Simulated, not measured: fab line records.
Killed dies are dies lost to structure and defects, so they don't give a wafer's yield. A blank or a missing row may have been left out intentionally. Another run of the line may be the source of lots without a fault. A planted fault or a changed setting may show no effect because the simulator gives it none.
Comparing a struck lot with a sound one + flow nandHarc + 24 steps out of a route of 1159
Sound: the wafers L797.2, L797.3, L797.4. Struck: wafers L814.3, L814.5, L814.6. The cause is given at the end.
Order at every step that has rows: each side's tool, ch and its chambers, its first start. Under that, the readings that differ: sound wafers + struck wafers + difference of the means + sigmas: that difference in standard deviations of wafers without a fault.
alike: readings whose means differ by less than 2 such deviations, and words and numbers that are the same on both sides. not compared: withheld readings, readings that some wafer has no value for, bounds like >300 that may hide the same value, and numbers for which the record gives no deviation and whose values overlap.
A row with sigmas, a row that says differs or no value, or rows on one side alone: a step with any of these is where the two part. Numbers that have no deviation but don't overlap get no sigmas and don't part them. A reading that every wafer of one side lacks parts them only if that side has two wafers or more.

NHARC_A_M0_INSPECT_27:
  sound on defectInspect-02, day 18 06:43; struck on defectInspect-01, day 22 06:31
  alike: rawDefectCount
NHARC_A_M0_PRE_CLEAN_31: time 12 s.
  sound on pecvd-01 ch 1,2, day 18 06:47; struck on pecvd-01 ch 0,1, day 22 06:36
  alike: heaterPowerW
NHARC_A_M0_DEP_32: deposits SiCN, target thk 30 nm.
  sound on pecvd-01 ch 1,2, day 18 06:51; struck on pecvd-01 ch 0,1, day 22 06:43
  alike: heaterPowerW
then, 8 steps without rows for these wafers: NHARC_A_M1_DEP_00 (deposits SiOC, target thk 182.5 nm); NHARC_A_M1_DEHYDRATE_01 (time 120 s); NHARC_A_M1_HMDS_02 (time 30 s); NHARC_A_M1_COAT_34 (time 65 s); NHARC_A_M1_COAT_03 (resist thk 90 nm); NHARC_A_M1_SOFTBAKE_04 (time 55 s); NHARC_A_M1_EBR_05; NHARC_A_M1_EXPOSE_06 (exposes mask A M1, target cd 120 nm).
NHARC_A_M1_PEB_07: peb time 65 s.
  sound on lithoTrack-06 ch 0, day 18 08:01; struck on lithoTrack-06 ch 0, day 22 07:49
| reading               | sound             | struck               | difference | sigmas |
|-----------------------|-------------------|----------------------|------------|--------|
| heaterPowerTotalW (W) | 156.8 157.2 156.5 | 160.9 160.4 159.9    | +3.6       | +9     |
| plateTempC (C)        | 99.86 99.70 99.91 | 101.60 101.67 101.83 | +1.88      | +14    |
then, 1 step without rows for these wafers: NHARC_A_M1_DEVELOP_08 (develop time 35 s).
NHARC_A_M1_CD_MEAS_09 targets a cd of 120 nm.
  sound on cdSem-03 ch 0, day 18 08:05; struck on cdSem-01 ch 0, day 22 07:54
| reading   | sound             | struck            | difference | sigmas |
|-----------|-------------------|-------------------|------------|--------|
| cdNm (nm) | 119.5 119.5 119.2 | 125.8 126.4 125.8 | +6.6       | +14    |
NHARC_A_M1_OVL_MEAS_10: pitch 240 nm.
  sound on overlay-02, day 18 08:10; struck on overlay-01, day 22 07:59
| reading         | sound       | struck         | difference | sigmas |
|-----------------|-------------|----------------|------------|--------|
| overlayYNm (nm) | 1.6 0.8 0.8 | -1.6 -1.4 -1.0 | -2.4       | -3     |
  alike: overlayXNm
NHARC_A_M1_INSPECT_11:
  sound on defectInspect-01, day 18 08:13; struck on defectInspect-02, day 22 08:02
  alike: rawDefectCount
NHARC_A_M1_DESCUM_14: chemistry O2, time 3 s.
  sound on rieDiel-01 ch 1,2,3, day 18 08:16; struck on rieDiel-06 ch 1,2, day 22 08:05
| reading              | sound             | struck            | difference | sigmas |
|----------------------|-------------------|-------------------|------------|--------|
| model.A_M1.cdNm (nm) | 119.8 119.4 119.5 | 125.3 126.3 125.7 | +6.2       |        |
  alike: drypumpMotorCurrentA, oesProductAu, rfVppV, showerheadPlenumPTorr, throttleValvePct
  not compared: rfHoursCounterH
NHARC_A_M1_ETCH_35: etches the open film in N2/H2, target depth 40 nm, overetch 12 nm, time 43.94 s.
  sound on rieDiel-01 ch 0,1,2, day 18 08:22; struck on rieDiel-06 ch 0,1,2, day 22 08:11
  alike: drypumpMotorCurrentA, oesProductAu, rfVppV, showerheadPlenumPTorr, throttleValvePct
  not compared: rfHoursCounterH
NHARC_A_M1_ETCH_15: etches the open film in C4F8/Ar, target depth 182.5 nm, time 91.2 s.
  sound on rieDiel-01 ch 0,1,2; struck on rieDiel-06 ch 0,1
  alike: oesProductAu, rfVppV
  not compared: rfHoursCounterH
NHARC_A_M1_CD_MEAS_16:
  sound on cdSem-03, day 18 08:35; struck on cdSem-03, day 22 08:23
| reading   | sound             | struck            | difference | sigmas |
|-----------|-------------------|-------------------|------------|--------|
| cdNm (nm) | 120.6 119.7 119.8 | 125.0 126.7 126.1 | +5.9       | +10    |
NHARC_A_M1_STRIP_18: strips in N2/H2.
  sound on rieDiel-11 ch 0,1,2, day 18 08:41; struck on rieDiel-01 ch 0,1, day 22 08:28
  alike: drypumpMotorCurrentA, oesProductAu, rfVppV, showerheadPlenumPTorr, throttleValvePct
  not compared: rfHoursCounterH
NHARC_A_M1_ETCH_28: etches the open film in CF4/N2, target depth 30 nm, time 72.99 s.
  sound on rieDiel-11 ch 0,2,3; struck on rieDiel-01 ch 0,3
| reading              | sound           | struck            | difference | sigmas |
|----------------------|-----------------|-------------------|------------|--------|
| model.A_M1.cdNm (nm) | 120.1 119 119.6 | 124.6 126.1 125.6 | +5.9       |        |
  alike: cf4FlowSccm, drypumpMotorCurrentA, oesProductAu, rfVppV, showerheadPlenumPTorr, throttleValvePct
  not compared: rfHoursCounterH
then, 1 step without rows for these wafers: NHARC_A_M1_STRIP_19 (strips in post etch residue remover, time 600 s).
NHARC_END_SORT_01:
  sound on prober-02 ch 0, day 20 06:21; struck on prober-02 ch 0, day 24 01:11
  alike: defectLimitedYield, killedAtArray, killedAtOther, killedAtPeriphery, killedDies, killedOpen, killedShort, sort_bin_2_pct, sort_bin_3_pct, sort_bin_4_pct, sortNPass, sortRimYieldPct, sortYieldPct

== WHERE THEY PART ==
First at NHARC_A_M1_PEB_07; last, within this record, at NHARC_A_M1_CD_MEAS_16. Later steps at which nothing parts them and some readings are alike: NHARC_A_M1_STRIP_18, NHARC_A_M1_ETCH_28, NHARC_END_SORT_01.

WHY: what the simulator had put in
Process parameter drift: lithoTrack-06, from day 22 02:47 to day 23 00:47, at NHARC_A_M1_PEB_07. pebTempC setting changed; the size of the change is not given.
